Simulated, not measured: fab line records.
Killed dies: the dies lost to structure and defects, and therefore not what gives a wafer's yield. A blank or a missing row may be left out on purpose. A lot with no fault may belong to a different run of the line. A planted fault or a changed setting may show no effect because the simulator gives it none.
fab line records	flow n5Finfet
[record] lots = 10	wafers = 30	lastDay = 18
route steps=1938 shown BEOL_M11@1590 BEOL_M12@1616
lots untouched by any fault: they come from a run of this same line in which no faults occurred
startH: hours from the record's first day to the start of the lot's first wafer shown	waitH: hours from the lot's prior step to this one	" as in the row above	L1.1+2: a row that stands for several wafers	- no value, or no start was given	* or withheld: withheld	< > ~ a bound
route shown NAME@n: a module of which the file shows steps, and the number in the route of the first	usual: average and standard deviation across the fault-free wafers	same: alike in all rows	chamber/n: place in a boat	sites: readings site by site	_std_site: standard deviation across them	_edge_site: outer sites' mean less inner sites'	radiusMm: how far each site lies from the wafer's centre	mask NAME#n: copy n	behind: the tool/chamber that last shaped the wafer	hold: the reason the lot was held/the length of the hold in hours/how it ended	device: the transistor (n, p or np) that didn't switch	end of line: the same wafers' tests at the end of the route	a step given without rows: its recipe and nothing more	killed: not the wafer's yield, but the dies lost to structure and defects at the first sort	map: dies across one wafer; x = killed, . = not, _ = none there
set.NAME: the run value of the setting; set.NAME@STEP: its run value at that earlier step	model.NAME: the simulator's own value behind a step, which no gauge read
a sample of lots followed through the steps of the route, with each step as a table and each wafer as a row
services: when a tool's chamber went out of use (startH, in hours from the record's first day, below 0 if earlier), for how many hours, and the reason
[[steps]]
[step N5_BEOL_M11_ALD_74]
[recipe] material = TaN	targetThkA = 20	tempC = 275	aldPrecursorFamily = PDMAT	aldCoReactant = NH3	pressureTorr = 3	carrierFlowSccm = 1500	pulseTimeS = 2	purgeTimeS = 3	coReactantPurgeTimeS = 2	coReactantPulseTimeS = 3	aldCycles = 40	precursorVesselTempC = 75	precursorVesselPressureTorr = 26.25	precursorVesselCarrierSccm = 1000
[usual] heaterPowerW = 411/44
[same] coReactantPulseTimeS = 3	pulseTimeS = 2
lot.wafer	tool	chamber	startH	waitH	heaterPowerW
L759.1	aldMetal-01	3	244.28	0.0	457
L759.3	"	0	"	"	469
L759.5	"	2	"	"	381
L762.3	aldMetal-02	3	254.90	0.1	423
L762.5	"	0	"	"	490
L762.6	"	3	"	"	425
L767.3	aldMetal-02	2	299.79	0.2	360
L767.4	"	3	"	"	422
L767.6	"	2	"	"	368
L768.1	aldMetal-02	1	304.88	0.0	381
L768.4	"	3	"	"	433
L768.6	"	1	"	"	378
L772.1	aldMetal-02	0	343.88	0.3	485
L772.3	"	3	"	"	426
L772.6	"	1	"	"	378
L773.3	aldMetal-02	3	344.17	0.2	436
L773.4	"	2	"	"	372
L773.6	"	3	"	"	426
L774.2	aldMetal-02	3	350.74	0.1	423
L774.4	"	1	"	"	376
L774.6	"	0	"	"	488
L776.1	aldMetal-04	1	386.87	0.1	396
L776.2	"	2	"	"	428
L776.5	"	0	"	"	347
L779.2	aldMetal-02	1	391.03	0.0	380
L779.3	"	2	"	"	368
L779.5	"	1	"	"	385
L781.2	aldMetal-04	2	391.87	0.0	404
L781.3	"	1	"	"	390
L781.5	"	2	"	"	404
[step N5_BEOL_M11_SPUTTER_48]
[recipe] material = Cu	targetThkA = 120	tempC = -20	biasV = 60	powerW = 26000	chamberPressurePa = 0.13	timeS = 2
[usual] substrateTempC = -19.99/0.1	throttleValvePct = 29.9/1
lot.wafer	tool	chamber	startH	waitH	substrateTempC	throttleValvePct
L759.1	pvdSputter-02	-	244.88	0.1	-19.71	29.8
L759.3	"	-	"	"	-20.19	30.6
L759.5	"	-	"	"	-19.91	30.4
L762.3	pvdSputter-03	-	255.63	0.1	-19.87	28.1
L762.5	"	-	"	"	-19.98	27.9
L762.6	"	-	"	"	-19.95	29.1
L767.3	pvdSputter-03	-	301.90	1.4	-20.03	30.3
L767.4	"	-	"	"	-20.06	28.1
L767.6	"	-	"	"	-19.72	30.0
L768.1	pvdSputter-01	-	305.35	0.1	-19.95	31.3
L768.4	"	-	"	"	-19.79	29.9
L768.6	"	-	"	"	-19.88	30.6
L772.1	pvdSputter-03	-	344.65	0.1	-19.91	28.2
L772.3	"	-	"	"	-19.97	29.4
L772.6	"	-	"	"	-19.95	29.5
L773.3	pvdSputter-03	-	344.85	0.2	-20.06	30.1
L773.4	"	-	"	"	-20.00	29.5
L773.6	"	-	"	"	-19.99	29.6
L774.2	pvdSputter-03	-	352.78	1.2	-20.03	28.4
L774.4	"	-	"	"	-20.11	30.1
L774.6	"	-	"	"	-19.99	30.1
L776.1	pvdSputter-03	-	387.53	0.2	-19.91	28.2
L776.2	"	-	"	"	-20.11	30.3
L776.5	"	-	"	"	-19.93	29.9
L779.2	pvdSputter-02	-	391.69	0.1	-20.13	30.7
L779.3	"	-	"	"	-20.14	30.4
L779.5	"	-	"	"	-20.11	29.3
L781.2	pvdSputter-02	-	392.45	0.1	-20.02	31.8
L781.3	"	-	"	"	-19.93	30.4
L781.5	"	-	"	"	-19.93	30.1
[step N5_BEOL_M11_ANNEAL_51]
[recipe] tempC = 225	timeS = 90	ambient = N2
[usual] wafer_temp_C_max = 225.81/0.22
lot.wafer	tool	chamber	startH	waitH	wafer_temp_C_max
L759.1	rtpAnneal-02	0	245.45	0.4	226.03
L759.3	"	0	"	"	226.04
L759.5	"	0	"	"	226.21
L762.3	rtpAnneal-02	0	256.40	0.6	226.01
L762.5	"	0	"	"	226.15
L762.6	"	0	"	"	226.19
L767.3	rtpAnneal-02	0	302.22	0.1	225.64
L767.4	"	0	"	"	225.71
L767.6	"	0	"	"	225.73
L768.1	rtpAnneal-01	0	305.58	0.1	225.69
L768.4	"	0	"	"	225.82
L768.6	"	0	"	"	225.92
L772.1	rtpAnneal-02	0	344.88	0.1	225.79
L772.3	"	0	"	"	225.73
L772.6	"	0	"	"	225.97
L773.3	rtpAnneal-01	0	345.42	0.4	226.05
L773.4	"	0	"	"	225.88
L773.6	"	0	"	"	225.72
L774.2	rtpAnneal-01	0	353.05	0.1	226.23
L774.4	"	0	"	"	225.76
L774.6	"	0	"	"	226.41
L776.1	rtpAnneal-02	0	388.20	0.5	225.48
L776.2	"	0	"	"	225.84
L776.5	"	0	"	"	225.83
L779.2	rtpAnneal-02	0	391.98	0.1	225.78
L779.3	"	0	"	"	225.81
L779.5	"	0	"	"	225.66
L781.2	rtpAnneal-02	0	392.73	0.1	225.55
L781.3	"	0	"	"	225.83
L781.5	"	0	"	"	225.74
[step N5_BEOL_M12_ETCH_59]
[recipe] chemistry = N2/H2	target = BARC	targetDepthA = 890	overetchA = 267	timeS = 67.9	ionEnergyEv = 200	pressureMtorr = 30	sourceW = 840	biasW = 150	n2FlowSccm = 200	h2FlowSccm = 200
[usual] biasW = 149.9/0.44	chamberPressureMTorr = 30.002/0.026	drypumpMotorCurrentA = 5.7/0.48	oesProductAu = 0.66/0.045	rfVppV = 523.0/2.5	showerheadPlenumPTorr = 2.51/0.085	throttleValvePct = 17.87/0.2
lot.wafer	tool	chamber	startH	waitH	biasW	chamberPressureMTorr	drypumpMotorCurrentA	oesProductAu	rfHoursCounterH	rfVppV	showerheadPlenumPTorr	throttleValvePct
L759.1	rieDiel-02	1	246.80	0.0	149.5	30.008	6.2	0.64	167	520.2	2.41	17.87
L759.3	"	2	"	"	150.1	30.015	5.7	0.72	70	521.8	2.49	18.27
L759.5	"	3	"	"	149.8	29.993	5.9	0.64	-	526.6	2.65	17.61
L762.3	rieDiel-01	0	257.67	0.0	150.5	29.954	6.3	0.69	94	520.3	2.45	17.77
L762.5	"	0	"	"	150.7	30.003	6.3	0.69	-	521.4	2.45	17.77
L762.6	"	3	"	"	149.6	30.047	6.3	0.64	-	520.8	2.44	17.82
L767.3	rieDiel-04	2	303.77	0.0	-	-	-	-	-	-	-	-
L767.4	"	1	"	"	-	-	-	-	-	-	-	-
L767.6	"	3	"	"	-	-	-	-	-	-	-	-
L768.1	rieDiel-04	2	307.85	0.0	-	-	-	-	-	-	-	-
L768.4	"	3	"	"	-	-	-	-	-	-	-	-
L768.6	"	2	"	"	-	-	-	-	-	-	-	-
L772.1	rieDiel-01	3	346.29	0.0	150.7	29.992	6.2	0.63	170	521.4	2.43	17.86
L772.3	"	0	"	"	149.8	29.980	6.2	0.66	125	520.7	2.43	17.82
L772.6	"	1	"	"	149.2	29.996	5.1	0.72	-	527.5	2.68	17.76
L773.3	rieDiel-04	1	346.79	0.0	149.3	29.973	5.4	0.62	190	520.5	2.44	18.23
L773.4	"	0	"	"	150.3	30.012	6.1	0.67	96	520.8	2.45	17.79
L773.6	"	2	"	"	150.2	29.986	4.7	0.70	-	525.9	2.56	17.68
L774.2	rieDiel-04	2	354.70	0.0	149.4	29.959	4.7	0.69	104	524.6	2.56	17.69
L774.4	"	0	"	"	150.8	29.967	6.1	0.68	100	520.8	2.45	17.80
L774.6	"	0	"	"	149.9	30.021	6.1	0.68	-	519.5	2.45	17.78
L776.1	rieDiel-01	0	389.82	0.0	149.7	30.006	6.2	0.65	140	521.4	2.43	17.85
L776.2	"	3	"	"	150.3	30.004	6.2	0.62	185	521.6	2.42	17.91
L776.5	"	3	"	"	150.0	29.966	6.1	0.61	-	521.3	2.42	17.90
L779.2	rieDiel-04	1	393.52	0.0	149.9	29.956	5.3	0.61	206	520.8	2.43	18.26
L779.3	"	2	"	"	149.9	30.023	4.7	0.68	115	523.7	2.56	17.70
L779.5	"	3	"	"	149.4	29.986	5.5	0.66	-	525.5	2.54	17.76
L781.2	rieDiel-02	0	394.16	0.0	149.8	30.013	5.2	0.81	9	522.9	2.50	17.80
L781.3	"	3	"	"	149.4	30.005	5.9	0.60	211	526.5	2.63	17.71
L781.5	"	0	"	"	150.2	29.986	5.2	0.80	-	522.8	2.50	17.80
[step N5_BEOL_M12_STRIP_63]
[recipe] chemistry = N2/H2	powerW = 1000	tempC = 250	h2Frac = 0.65	overashFraction = 0.3	pressureMtorr = 1000	n2FlowSccm = 1750	h2FlowSccm = 3250
[usual] drypumpMotorCurrentA = 5.5/0.52	heaterPowerW = 361/30	oesProductAu = 0.693/0.0042	stripTimeToEndpointS = 42.4/0.89
lot.wafer	tool	chamber	startH	waitH	drypumpMotorCurrentA	heaterPowerW	oesProductAu	rfHoursCounterH	stripTimeToEndpointS
L759.1	plasmaAsher-02	1	247.05	-	5.9	357	0.694	123	42.3
L759.3	"	1	"	"	5.9	369	0.688	-	41.7
L759.5	"	0	"	"	5.1	388	0.695	-	41.9
L762.3	plasmaAsher-02	1	257.94	-	5.9	360	0.693	-	42.1
L762.5	"	0	"	"	5.1	399	0.686	-	41.4
L762.6	"	1	"	"	6.0	361	0.687	-	42.8
L767.3	plasmaAsher-01	1	304.04	-	4.7	336	0.767	-	61.1
L767.4	"	0	"	"	6.0	313	0.752	-	59.7
L767.6	"	1	"	"	4.7	336	0.756	-	60.4
L768.1	plasmaAsher-02	1	308.10	-	5.9	357	0.748	134	59.1
L768.4	"	1	"	"	5.9	350	0.734	-	58.6
L768.6	"	1	"	"	5.9	352	0.729	-	58.3
L772.1	plasmaAsher-02	1	346.54	-	5.9	361	0.691	140	43.4
L772.3	"	1	"	"	5.9	368	0.692	-	42.1
L772.6	"	1	"	"	5.9	361	0.694	-	41.5
L773.3	plasmaAsher-01	1	347.06	-	4.7	335	0.687	-	43.4
L773.4	"	0	"	"	6.0	319	0.694	-	42.4
L773.6	"	1	"	"	4.7	345	0.692	-	42.4
L774.2	plasmaAsher-01	0	354.95	-	6.0	318	0.692	90	44.0
L774.4	"	0	"	"	6.0	313	0.699	-	43.9
L774.6	"	1	"	"	4.7	331	0.698	-	43.0
L776.1	plasmaAsher-02	0	390.07	-	5.1	396	0.690	149	42.2
L776.2	"	1	"	"	5.9	358	0.688	149	42.1
L776.5	"	0	"	"	5.1	397	0.697	-	42.7
L779.2	plasmaAsher-01	0	393.77	-	6.0	314	0.691	98	42.9
L779.3	"	1	"	"	4.7	334	0.693	-	42.9
L779.5	"	1	"	"	4.7	332	0.688	-	41.5
L781.2	plasmaAsher-01	0	394.41	-	6.0	315	0.698	98	43.1
L781.3	"	0	"	"	6.0	323	0.693	-	42.5
L781.5	"	1	"	"	4.7	332	0.686	-	41.6
[[services]]
tool	chamber	startH	hours	kind
rieDiel-02	2	220.41	6.5	repair
rieDiel-04	1	221.06	3.8	repair
rieDiel-01	2	231.74	9.0	repair
plasmaAsher-01	-	245.94	0.5	repair
aldMetal-04	3	248.32	174.3	repair
pvdSputter-01	-	272.12	7.8	repair
rieDiel-04	1	279.28	15.5	repair
plasmaAsher-02	-	285.58	2.8	pm
aldMetal-01	-	298.52	1.6	repair
rieDiel-01	3	303.58	4.3	repair
rieDiel-04	1	320.36	8.2	repair
plasmaAsher-02	-	325.39	0.6	repair
aldMetal-01	2	326.35	6.2	repair
aldMetal-02	-	333.81	0.2	repair
aldMetal-01	-	337.25	14.0	pm
pvdSputter-01	-	353.12	1.8	repair
rieDiel-02	0	353.56	-	clean
rieDiel-02	0	353.56	-	consumableReplace:focusRing
rieDiel-02	0	353.56	21.8	scheduledDown
rieDiel-04	-	354.93	2.8	pm
aldMetal-04	-	374.73	0.4	repair
aldMetal-02	-	375.76	3.0	repair
rieDiel-02	2	384.68	51.3	repair
aldMetal-02	-	385.44	2.8	pm
[[key]]
[firstSign] step = N5_BEOL_M12_ETCH_59	reading = toolRecord	direction = missing
[effect] step = N5_BEOL_M12_STRIP_63	reading = stripTimeToEndpointS	direction = up	sigmas = 19	usual = *	struck = *
metAt N5_BEOL_M12_ETCH_59
struckLots L767,L768
notActingAt N5_BEOL_M11_ALD_74,N5_BEOL_M11_SPUTTER_48,N5_BEOL_M11_ANNEAL_51
[fault] kind = skippedStepWhole	tool = rieDiel-04	chamber = -	onsetH = 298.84	steps = N5_BEOL_M12_ETCH_59	scope = struckLotsOnly
